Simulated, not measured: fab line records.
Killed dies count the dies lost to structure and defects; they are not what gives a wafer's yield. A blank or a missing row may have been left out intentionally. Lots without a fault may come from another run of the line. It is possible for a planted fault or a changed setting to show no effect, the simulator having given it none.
fab line records	flow n5-finfet
record: lots: 8	wafers: 24	last-day: 20
route steps=1938 shown BEOL_M4@1040
lots that met no fault: from a run of the same line without faults
start-h: hours from the record's opening day to when the first of the lot's shown wafers began	wait-h: hours elapsed since this lot's preceding step	" as in the row above	L1.1+2: a single row standing in for several wafers	- no value, or no start given	* or withheld: withheld	< > ~ a bound
route shown NAME@n: a module of which the file shows steps, and the number in the route of the first	usual: average and standard deviation across the fault-free wafers	same: alike in all rows	chamber/n: place in a boat	sites: readings site by site	_std_site: standard deviation of those values	_edge_site: inner sites' mean taken away from outer sites' mean	radius-mm: for every site, how far away it sits from the centre of the wafer	mask NAME#n: copy n	behind: the tool/chamber that last shaped the wafer	hold: the reason the lot was held/the length of the hold in hours/how it ended	device: which transistor (n, p or np) failed to switch	end of line: tests of these same wafers at the route's end	step lacking rows: just its recipe	killed: not the wafer's yield, but the dies lost to structure and defects at the first sort	map: a wafer's dies, marking killed ones x, the rest . and places with no die _
set.NAME: the setting that was run; set.NAME@STEP: the one run at that earlier step	model.NAME: the simulator's own value behind a step, which no gauge read
a sample of lots followed through the steps of the route, with each step as a table and each wafer as a row
services: when a tool's chamber went out of use (start-h, in hours from the record's first day, below 0 if earlier), for how many hours, and the reason
== steps ==
step: N5_BEOL_M4_ETCH_64
recipe: chemistry: N2/H2	target: SOC	target-depth-a: 750	overetch-a: 225	mask-material: SiARC	temp-c: 40	time-s: 121.9	ion-energy-ev: 200	pressure-mtorr: 30	source-w: 840	bias-w: 150	n2-flow-sccm: 200	h2-flow-sccm: 200
usual: drypump-motor-current-A: 5.8/0.41	oes-product-au: 0.57/0.06	rf-fwd-power-W: 836.9/2.9	rf-vpp-V: 524.1/1.6	showerhead-plenum-p-Torr: 2.55/0.053	temp-c: 40.00/0.11	throttle-valve-pct: 17.78/0.2
lot.wafer	tool	chamber	start-h	wait-h	drypump-motor-current-A	oes-product-au	rf-fwd-power-W	rf-hours-counter-h	rf-vpp-V	showerhead-plenum-p-Torr	temp-c	throttle-valve-pct
L923.3	rie-diel-04	2	183.32	0.0	6.3	0.56	840.0	185	523.8	2.52	40.13	17.77
L923.4	"	0	"	"	6.0	0.51	841.0	225	522.2	2.51	40.09	17.79
L923.5	"	0	"	"	6.0	0.52	841.7	-	523.1	2.51	39.98	17.78
L925.1	rie-diel-05	0	220.35	0.0	6.1	0.56	840.3	147	523.8	2.54	40.01	17.85
L925.4	"	2	"	"	5.7	0.54	837.3	-	523.2	2.51	39.92	17.67
L925.6	"	0	"	"	6.1	0.56	835.5	-	524.4	2.54	39.95	17.85
L926.1	rie-diel-05	0	220.58	0.0	6.2	0.56	836.5	147	524.9	2.54	39.90	17.84
L926.2	"	2	"	"	5.7	0.54	834.2	213	524.4	2.51	40.06	17.67
L926.5	"	0	"	"	6.1	0.55	831.4	-	523.5	2.54	40.02	17.84
L927.1	rie-diel-02	0	222.10	0.0	6.2	0.63	836.0	76	524.4	2.57	39.93	17.71
L927.3	"	3	"	"	5.8	0.53	836.6	243	527.4	2.61	39.87	18.07
L927.4	"	2	"	"	4.9	0.54	838.7	-	524.3	2.53	40.14	18.13
L929.1	rie-diel-05	1	235.42	0.0	6.3	0.63	835.3	61	522.2	2.47	39.97	17.43
L929.2	"	0	"	"	6.1	0.55	835.5	152	522.9	2.54	40.11	17.86
L929.5	"	3	"	"	5.5	0.55	831.9	-	526.4	2.64	39.94	17.81
L936.3	rie-diel-05	1	295.97	0.0	6.3	0.61	840.5	80	520.0	2.46	39.92	17.46
L936.4	"	2	"	"	5.7	0.53	839.9	239	523.2	2.50	40.05	17.70
L936.6	"	2	"	"	5.7	0.53	834.1	-	523.2	2.50	39.96	17.71
L946.1	rie-diel-02	3	323.20	0.0	5.8	0.68	838.0	21	526.3	2.60	40.00	17.71
L946.2	"	1	"	"	5.7	0.52	831.4	233	522.5	2.51	39.89	18.03
L946.6	"	0	"	"	6.2	0.60	835.9	-	523.7	2.55	40.06	17.79
L943.1	rie-diel-04	0	345.25	0.0	6.0	0.65	834.7	29	522.2	2.49	40.06	17.46
L943.2	"	2	"	"	6.3	0.53	838.3	245	524.0	2.50	39.96	17.88
L943.6	"	3	"	"	5.3	0.69	836.1	-	524.7	2.59	40.16	17.69
step: N5_BEOL_M4_DESCUM_33
recipe: chemistry: O2	time-s: 7	source-power-w: 50	bias-power-w: 20	pressure-mtorr: 20	rf-frequency-hz: 2.712e+07	temp-c: 40	resist: CAR-EUV	o2-flow-sccm: 225
usual: drypump-motor-current-A: 5.8/0.43	oes-product-au: 0.74/0.072	rf-vpp-V: 243.3/1.1	showerhead-plenum-p-Torr: 2.09/0.04	temp-c: 39.98/0.12	throttle-valve-pct: 20.40/0.16
lot.wafer	tool	chamber	start-h	wait-h	drypump-motor-current-A	oes-product-au	rf-hours-counter-h	rf-vpp-V	showerhead-plenum-p-Torr	temp-c	throttle-valve-pct
L923.3	rie-diel-05	0	184.27	0.0	6.1	0.75	130	242.4	2.10	39.91	20.47
L923.4	"	3	"	"	5.5	0.75	169	245.3	2.17	39.68	20.31
L923.5	"	2	"	"	5.7	0.72	-	241.4	2.08	40.02	20.29
L925.1	rie-diel-04	0	221.27	0.0	6.0	0.67	241	243.1	2.06	39.98	20.34
L925.4	"	2	"	"	6.2	0.73	199	243.1	2.08	39.94	20.45
L925.6	"	1	"	"	5.3	0.69	-	242.7	2.14	40.03	20.35
L926.1	rie-diel-04	0	221.43	0.0	6.0	0.66	241	243.5	2.06	39.72	20.32
L926.2	"	2	"	"	6.2	0.72	199	243.0	2.08	40.13	20.46
L926.5	"	3	"	"	5.3	0.66	-	243.0	2.14	39.83	20.53
L927.1	rie-diel-05	2	223.06	0.0	5.7	0.72	214	242.8	2.08	39.91	20.29
L927.3	"	1	"	"	6.3	0.84	57	241.2	2.04	39.91	20.18
L927.4	"	3	"	"	5.5	0.73	184	245.1	2.16	39.99	20.34
L929.1	rie-diel-04	2	236.67	0.3	6.3	0.72	205	243.0	2.08	39.77	20.48
L929.2	"	1	"	"	5.3	0.69	230	244.0	2.14	40.06	20.37
L929.5	"	2	"	"	6.2	0.73	-	243.1	2.08	40.12	20.47
L936.3	rie-diel-05	1	297.64	0.5	6.3	0.82	81	243.3	2.03	39.96	20.21
L936.4	"	3	"	"	5.5	0.71	210	245.4	2.15	40.15	20.37
L936.6	"	3	"	"	5.5	0.72	-	244.4	2.15	39.97	20.38
L946.1	rie-diel-05	0	324.00	0.0	6.2	0.71	180	244.6	2.08	40.00	20.51
L946.2	"	1	"	"	6.3	0.80	87	241.9	2.03	40.02	20.22
L946.6	"	1	"	"	6.3	0.81	-	243.2	2.03	40.14	20.21
L943.1	rie-diel-04	2	346.06	0.1	6.3	0.69	245	243.7	2.07	40.03	20.53
L943.2	"	3	"	"	5.4	0.92	21	246.1	2.13	39.96	20.24
L943.6	"	3	"	"	5.4	0.91	-	244.1	2.13	40.08	20.25
step: N5_BEOL_M4_ETCH_70
recipe: chemistry: N2/H2	target: SOC	target-depth-a: 800	overetch-a: 240	mask-material: SiARC	temp-c: 40	time-s: 130	ion-energy-ev: 200	pressure-mtorr: 30	source-w: 840	bias-w: 150	n2-flow-sccm: 200	h2-flow-sccm: 200
usual: drypump-motor-current-A: 5.7/0.43	oes-product-au: 0.57/0.069	rf-fwd-power-W: 835.5/2.6	rf-vpp-V: 524.1/1.5	showerhead-plenum-p-Torr: 2.55/0.048	temp-c: 40.02/0.11	throttle-valve-pct: 17.81/0.2
lot.wafer	tool	chamber	start-h	wait-h	drypump-motor-current-A	oes-product-au	rf-fwd-power-W	rf-hours-counter-h	rf-vpp-V	showerhead-plenum-p-Torr	temp-c	throttle-valve-pct
L923.3	rie-diel-04	2	206.44	0.0	6.3	0.54	833.2	194	523.3	2.52	39.98	17.78
L923.4	"	1	"	"	5.4	0.52	833.0	219	525.0	2.62	40.04	17.81
L923.5	"	3	"	"	5.3	0.50	834.9	-	525.5	2.61	40.02	18.04
L925.1	rie-diel-04	1	245.61	0.0	5.3	0.51	832.7	234	525.5	2.62	39.84	17.83
L925.4	"	2	"	"	6.3	0.53	835.7	-	523.9	2.51	39.90	17.81
L925.6	"	1	"	"	5.3	0.50	837.6	-	525.6	2.62	39.97	17.83
L926.1	rie-diel-04	2	248.36	0.0	6.2	0.53	1036.6	211	485.4	2.51	40.03	17.81
L926.2	"	3	"	"	5.4	0.49	1034.9	240	489.9	2.61	39.87	18.05
L926.5	"	2	"	"	6.2	0.53	1033.8	-	486.0	2.51	39.98	17.81
L927.1	rie-diel-05	3	254.38	0.0	5.5	0.53	835.8	195	526.2	2.63	40.16	17.80
L927.3	"	1	"	"	6.3	0.60	836.1	67	522.4	2.47	40.14	17.43
L927.4	"	0	"	"	6.2	0.53	836.5	158	524.8	2.54	39.93	17.87
L929.1	rie-diel-04	1	261.03	0.0	5.3	0.50	1035.9	241	488.0	2.61	40.01	17.84
L929.2	"	2	"	"	6.3	0.52	1040.0	217	487.9	2.51	39.90	17.82
L929.5	"	3	"	"	5.4	0.49	1039.4	-	489.4	2.61	40.03	18.05
L936.3	rie-diel-05	3	308.99	0.0	5.5	0.52	836.1	214	526.6	2.63	40.17	17.83
L936.4	"	1	"	"	6.3	0.59	839.4	83	522.2	2.46	40.12	17.47
L936.6	"	3	"	"	5.5	0.52	836.8	-	527.0	2.63	40.04	17.83
L946.1	rie-diel-04	2	343.02	0.0	6.2	0.51	841.4	244	523.1	2.50	40.12	17.86
L946.2	"	0	"	"	6.0	0.65	837.9	27	523.2	2.49	39.94	17.45
L946.6	"	1	"	"	5.3	0.68	835.9	-	525.7	2.60	39.96	17.44
L943.1	rie-diel-04	1	362.78	0.0	5.4	0.68	837.7	17	523.9	2.60	39.93	17.43
L943.2	"	0	"	"	6.0	0.64	835.5	35	522.4	2.49	40.01	17.48
L943.6	"	0	"	"	6.0	0.63	837.0	-	521.4	2.49	40.18	17.49
step: N5_BEOL_M4_ALD_84
recipe: material: TaN	target-thk-a: *	temp-c: 275	ald-precursor-family: PDMAT	ald-co-reactant: NH3	pressure-torr: 3	carrier-flow-sccm: 1500	pulse-time-s: 2	purge-time-s: 3	co-reactant-purge-time-s: 2	co-reactant-pulse-time-s: 3	ald-cycles: 30	precursor-vessel-temp-c: 75	precursor-vessel-pressure-torr: 26.25	precursor-vessel-carrier-sccm: 1000
usual: heater-power-w: 435/42
same: co-reactant-purge-time-s: 2
lot.wafer	tool	chamber	start-h	wait-h	heater-power-w
L923.3	ald-metal-02	1	207.14	0.0	436
L923.4	"	3	"	"	472
L923.5	"	0	"	"	428
L925.1	ald-metal-04	3	246.43	0.0	494
L925.4	"	2	"	"	364
L925.6	"	2	"	"	366
L926.1	ald-metal-04	1	249.14	0.0	434
L926.2	"	2	"	"	371
L926.5	"	2	"	"	356
L927.1	ald-metal-01	3	255.18	0.0	448
L927.3	"	0	"	"	446
L927.4	"	2	"	"	386
L929.1	ald-metal-02	1	262.15	0.1	435
L929.2	"	0	"	"	442
L929.5	"	0	"	"	452
L936.3	ald-metal-04	3	310.04	0.3	486
L936.4	"	2	"	"	349
L936.6	"	1	"	"	444
L946.1	ald-metal-04	3	344.00	0.3	497
L946.2	"	2	"	"	361
L946.6	"	3	"	"	489
L943.1	ald-metal-02	0	364.07	0.0	433
L943.2	"	2	"	"	416
L943.6	"	3	"	"	458
step: N5_BEOL_M4_RC_MEAS_101
usual: DIBL_N: 36.0/1.3	DIBL_P: 36.2/1.7	IOFF_N: 0.155/0.024	IOFF_P: 0.21/0.034	ION_N: 674/9	ION_P: 463/7.1	SS_N: 71.4/0.5	SS_P: 73.4/0.57	VT_N: 250.0/2.8	VT_P: -251/3.2
lot.wafer	tool	chamber	start-h	wait-h	DIBL_N[mV/V]	DIBL_P[mV/V]	IOFF_N[nA/um]	IOFF_P[nA/um]	ION_N[uA/um]	ION_P[uA/um]	SS_N[mV/dec]	SS_P[mV/dec]	VT_N[mV]	VT_P[mV]
L923.3	prober-01	0	211.10	0.3	34.4	34.2	0.113	0.17	654	457	70.8	72.5	255.3	-254
L923.4	"	0	"	"	32.8	32.1	0.097	0.14	654	454	70.5	72.9	255.2	-256
L923.5	"	0	"	"	34.7	34.6	0.123	0.18	664	460	71.1	73.6	254.6	-253
L925.1	prober-01	0	249.90	0.0	35.8	35.3	0.143	0.18	675	457	71.1	72.9	250.7	-252
L925.4	"	0	"	"	35.7	35.4	0.144	0.19	675	458	70.8	73.4	251.6	-252
L925.6	"	0	"	"	37.3	37.0	0.171	0.20	680	459	71.6	73.3	249.7	-251
L926.1	prober-02	0	252.50	0.0	35.3	33.8	0.133	0.19	674	466	71.6	72.8	251.5	-251
L926.2	"	0	"	"	37.4	36.0	0.164	0.22	681	467	71.4	73.2	247.7	-250
L926.5	"	0	"	"	35.4	33.4	0.134	0.19	665	463	71.7	73.0	251.1	-251
L927.1	prober-01	0	258.53	0.0	36.0	37.6	0.164	0.23	681	467	71.3	73.5	247.5	-249
L927.3	"	0	"	"	36.1	37.5	0.170	0.24	684	474	71.3	72.8	249.1	-248
L927.4	"	0	"	"	35.8	36.5	0.153	0.21	684	473	71.1	73.8	250.3	-250
L929.1	prober-02	0	265.81	0.0	33.4	33.2	0.119	0.16	674	468	70.7	72.5	250.9	-252
L929.2	"	0	"	"	37.6	38.7	0.184	0.24	687	469	71.9	74.5	246.6	-245
L929.5	"	0	"	"	34.8	34.7	0.129	0.19	670	466	71.7	72.3	250.3	-252
L936.3	prober-01	0	315.22	0.3	35.1	35.2	0.152	0.23	678	474	70.9	72.6	250.0	-247
L936.4	"	0	"	"	36.7	37.5	0.187	0.26	689	475	71.5	73.5	246.1	-244
L936.6	"	0	"	"	36.6	37.3	0.185	0.25	678	468	72.2	73.5	245.4	-246
L946.1	prober-01	0	347.71	0.0	35.7	34.9	0.135	0.20	676	464	70.9	73.0	251.9	-251
L946.2	"	0	"	"	34.8	34.3	0.120	0.19	668	464	71.0	72.4	255.6	-249
L946.6	"	0	"	"	34.3	34.5	0.121	0.19	664	464	70.4	72.5	253.3	-250
L943.1	prober-01	0	369.43	0.0	34.5	35.1	0.136	0.18	669	456	70.9	73.0	251.0	-253
L943.2	"	0	"	"	36.4	37.7	0.172	0.22	680	468	71.4	73.1	246.8	-251
L943.6	"	0	"	"	35.0	35.5	0.146	0.19	671	467	71.5	72.6	249.7	-251
== services ==
tool	chamber	start-h	hours	kind
ald-metal-04	2	175.75	5.2	repair
ald-metal-04	-	187.25	6.0	pm
rie-diel-02	-	187.57	0.5	repair
ald-metal-02	-	198.58	0.5	repair
ald-metal-02	2	200.19	24.2	repair
rie-diel-05	1	217.15	4.6	repair
rie-diel-02	1	217.15	5.2	repair
rie-diel-04	3	230.56	7.6	repair
ald-metal-04	-	235.58	8.7	pm
rie-diel-04	0	244.50	-	clean
rie-diel-04	0	244.50	-	consumable-replace:focus-ring
rie-diel-04	0	244.50	19.1	scheduled-down
rie-diel-04	0	244.50	19.1	vent-cycle
ald-metal-02	-	248.04	8.7	pm
rie-diel-04	2	263.68	2.8	repair
ald-metal-02	3	264.80	3.0	repair
rie-diel-04	3	271.32	-	clean
rie-diel-04	-	278.67	4.3	pm
ald-metal-02	-	301.82	2.9	repair
rie-diel-05	1	302.74	4.3	repair
rie-diel-02	2	303.28	3.9	repair
ald-metal-04	-	331.47	2.8	pm
ald-metal-01	-	335.40	2.4	repair
ald-metal-04	1	346.29	6.7	repair
== key ==
first-sign: step: N5_BEOL_M4_ETCH_70	reading: rf-fwd-power-W	direction: up	sigmas: 76	usual: *	struck: *
effect: step: N5_BEOL_M4_ETCH_70	reading: rf-vpp-V	direction: down	sigmas: 24	usual: 524.1	struck: 487.8
met-at N5_BEOL_M4_ETCH_70
struck-lots L926,L929
not-acting-at N5_BEOL_M4_ETCH_64,N5_BEOL_M4_DESCUM_33,N5_BEOL_M4_ALD_84
onset-between 245.61 248.36
fault: kind: process-parameter-drift	tool: rie-diel-04	chamber: -	onset-h: 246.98	steps: N5_BEOL_M4_ETCH_70	channel: source-w	offset: 201.6	shape: step	end-h: 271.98	acts-in: these-recipes-only	stated: 840
